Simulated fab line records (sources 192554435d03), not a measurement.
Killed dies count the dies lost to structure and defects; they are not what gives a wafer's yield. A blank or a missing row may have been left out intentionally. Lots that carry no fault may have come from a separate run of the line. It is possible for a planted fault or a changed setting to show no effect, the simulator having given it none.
Comparing a struck lot with a sound one    flow n5 finfet    37 steps out of a route of 1938
Sound: these wafers, L592.1, L592.3, L592.4. Wafers struck: L581.2, L581.4, L581.6. At the end, the cause is stated.
At each step with rows: each side's tool, then ch and its chambers, then its first start. Under that, the readings that differ: sound wafers    struck wafers    difference of the means    sigmas: that difference in standard deviations of wafers without a fault.
alike: a reading whose means differ by less than 2 such deviations, as well as words and numbers matching on both sides. not compared: withheld readings; readings where some wafer has no value; bounds like >300 that might hide an equal value; numbers whose values overlap and for which the record gives no deviation.
The two part at a step that has a row with sigmas, a row that says differs or no value, or rows on one side only. Numbers that have no deviation but don't overlap get no sigmas and don't part them. A reading missing from all wafers of one side parts the sides only when that side holds two or more wafers.

first, 9 steps without rows for these wafers: N5_WELL_APT_COAT_19 (resist thk 950 nm); N5_WELL_APT_EBR_21; N5_WELL_APT_SOFTBAKE_20 (time 60 s); N5_WELL_APT_EXPOSE_22 (exposes mask PWELL, defocus 0 nm, target cd 200 nm); N5_WELL_APT_PEB_23 (peb time 90 s); N5_WELL_APT_DEVELOP_24 (develop time 45 s); N5_WELL_APT_HARDBAKE_29 (time 120 s); N5_WELL_APT_DESCUM_30 (chemistry O2, time 7.9 s); N5_WELL_APT_IMPLANT_31.
N5_WELL_APT_IMPLANT_32:
  sound on implanter-02 ch 0, day 6 21:28; struck on implanter-01 ch 0, day 4 03:38
reading             sound                             struck                         difference  sigmas
dose ions cm2       1.9979e+13 2.0001e+13 2.0011e+13  7.306e+12 7.313e+12 7.308e+12  -1.269e+13  -99 or more
faraday current uA  258 258 258                       93 94 90                       -166        -31
then, 25 steps without rows for these wafers: N5_WELL_APT_STRIP_33 (strips in SPM, time 900 s); N5_WELL_APT_RTA_34 (time 10 s); N5_WELL_APT_OXIDE_STRIP_42 (strips SiO2 in dHF, time 45 s, target depth 12 nm); N5_WELL_APT_PRECLEAN_36 (cleans in O3/DIW, time 45 s); N5_WELL_APT_PRECLEAN_39 (cleans in dHF, time 60 s); N5_WELL_APT_SRD_37 (time 30 s); N5_WELL_APT_EPI_41 (deposits Si from SiH4/H2, target thk 50 nm, time 297.7 s); N5_PMOS_HMC_CHANNEL_EPI_HM_DEP_34 (deposits SiO2 from TEOS/O2, target thk 36 nm, time 6.9 s); N5_PMOS_HMC_CHANNEL_EPI_COAT_31 (time 60 s, resist thk 66 nm); N5_PMOS_HMC_CHANNEL_EPI_COAT_03 (resist thk 205 nm); N5_PMOS_HMC_CHANNEL_EPI_EBR_05; N5_PMOS_HMC_CHANNEL_EPI_SOFTBAKE_04 (time 60 s); N5_PMOS_HMC_CHANNEL_EPI_EXPOSE_06 (exposes mask PMOS HMC BLK, target cd 240 nm); N5_PMOS_HMC_CHANNEL_EPI_PEB_07 (peb time 60 s); N5_PMOS_HMC_CHANNEL_EPI_DEVELOP_08 (develop time 30 s); N5_PMOS_HMC_CHANNEL_EPI_DESCUM_14 (chemistry O2, time 7.9 s); N5_PMOS_HMC_CHANNEL_EPI_ETCH_32 (etches BARC in N2/H2, stops on SiO2, target depth 85.8 nm, time 50.3 s); N5_PMOS_HMC_CHANNEL_EPI_HM_OPEN_15 (chemistry CHF3/O2, target SiO2, target depth 40.6 nm, time 20.3 s); N5_PMOS_HMC_CHANNEL_EPI_STRIP_33 (strips in N2/H2); N5_PMOS_HMC_CHANNEL_EPI_STRIP_17 (strips in SPM, time 750 s); N5_PMOS_HMC_CHANNEL_EPI_ETCH_38 (etches SiO2 in CF4, target depth 1.5 nm); N5_PMOS_HMC_CHANNEL_EPI_FIN_RECESS_16 (chemistry HBr/Cl2, target Si, target depth 54 nm, time 18 s); N5_PMOS_HMC_CHANNEL_EPI_PRECLEAN_36 (cleans in O3/DIW, time 45 s); N5_PMOS_HMC_CHANNEL_EPI_PRECLEAN_18 (cleans in DHF, time 30 s); N5_PMOS_HMC_CHANNEL_EPI_SRD_19 (time 30 s).
-- here the record skips 9 days between the struck wafers' starts before and after, leaving off in module PMOS_HMC_CHANNEL_EPI and picking up in module BEOL_M4 (first step shown: number 1111 of the route) --
N5_BEOL_M4_RC_MEAS_101:
  sound on prober-01 ch 0, day 16 02:31; struck on prober-01 ch 0, day 12 20:34
reading            sound           struck          difference  sigmas
CJ_N               4.25 4.31 4.35  2.54 2.49 2.54  -1.78       -25
ION_N (uA/um)      679 688 684     661 652 672     -22         -3
ION_P (uA/um)      469 470 471     455 448 460     -16         -3
RS_PWELL (ohm/sq)  3003 3020 3018  3140 3120 3128  +116        +6
SS_N (mV/dec)      72.2 71.6 72.1  74.4 73.1 72.9  +1.5        +3
  alike: DIBL_N, DIBL_P, IOFF_N, IOFF_P, SS_P, VT_N, VT_P
-- record jumps: 5 days separate the struck wafers' starts on either side; left off in module BEOL_M4, taken up again in module PASSIVATION, whose first shown step is the route's number 1936 --
N5_PASSIVATION_PROBE_49:
  record: rows for the struck wafers here (prober-01, day 17 17:20), none for the sound ones

WHERE THEY PART
First at N5_WELL_APT_IMPLANT_32; last, within this record, at N5_PASSIVATION_PROBE_49.

WHY: what the simulator had put in
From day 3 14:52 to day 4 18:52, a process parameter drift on implanter-01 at N5_WELL_APT_IMPLANT_32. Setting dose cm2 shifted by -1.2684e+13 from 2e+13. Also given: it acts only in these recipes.
